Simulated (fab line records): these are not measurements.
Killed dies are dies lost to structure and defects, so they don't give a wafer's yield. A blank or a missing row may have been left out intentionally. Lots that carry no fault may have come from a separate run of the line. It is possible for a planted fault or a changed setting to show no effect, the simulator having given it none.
Problem report, 8D (eight disciplines) form, completed by code | flow n5_finfet | the parts of the form that need people (team, actions taken, sign-off) are left out

== 1. WHAT WENT WRONG ==
Mean of exposure_dose_mJ_cm2 at N5_BEOL_M12_EXPOSE_07: 32.614 across 2 wafers in 2 lots; on wafers with no fault it is 32.479 (standard deviation 0.029). Relative to the usual mean, that is a shift of +4.7 standard deviations.
The step: exposes mask V11.
First seen on wafer L457.4, day 12 11:25, on krf_scanner-02. The record has a number at this step for 32 wafers belonging to 12 lots. Rule for "out", or "out of limits": more than 4 standard deviations from the usual mean. The rest of the wafers with a number are treated as sound.

== 2. WHAT IT IS AND WHAT IT IS NOT ==
question                    | is                     | is not
which readings at this step | exposure_dose_mJ_cm2   | -
which lots                  | L457, L458             | L449, L451, L452, L453, L459, L460, L462, L469, L471, L472
which wafers of those lots  | all that have a number | -
read on which tools         | krf_scanner-02         | krf_scanner-01
when                        | from day 12 11:25      | up to then (12 sound wafers); but 18 sound wafers of L459, L460, L462, L469, L471, L472 came after

== 3. THE SUSPECTS, EACH WITH WHAT RULES IT OUT ==
Counting: a tool at a process step up to the reading stays a suspect if it ran every lot that is out and no sound lot after the first of them.
- krf_scanner-02 at N5_BEOL_M12_EXPOSE_07 (exposes mask V11): kept. It processed each lot that is out, first L457 at day 12 11:25, and no sound lot thereafter; up to then, the last sound lot it processed was L453 at day 11 15:22. Its own readings are out on those wafers: exposure_dose_mJ_cm2.
After counting, what remains is krf_scanner-02 at N5_BEOL_M12_EXPOSE_07.

== 4. THE CAUSE (what the simulator had put in) ==
Process parameter drift: krf_scanner-02, from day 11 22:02 on, at N5_BEOL_M12_EXPOSE_07. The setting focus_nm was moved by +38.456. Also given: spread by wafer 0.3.
The count eliminated every tool but this one.

== 5. THE EFFECT CHAIN, in route order ==
Each row: a reading where the mean over the struck wafers with a number is more than 3 standard deviations away from the usual. Scope: only readings with a usual standard deviation given in the record; hours: median across lots of the time from each lot's start at the first step in this table that gives one to its start at this step; sigmas: change in usual standard deviations.
hours | step                  | reading              | usual  | on struck wafers | change | sigmas
0     | N5_BEOL_M12_EXPOSE_07 | exposure_dose_mJ_cm2 | 32.479 | 32.614           | +0.135 | +4.7
Here are the process steps it includes:
- N5_BEOL_M12_EXPOSE_07: exposes mask V11.

== 6. HOW IT WOULD HAVE BEEN CAUGHT EARLIER ==
In this record no reading fell out of limits until day 12 11:25, 13 hours after the fault had begun at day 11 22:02.
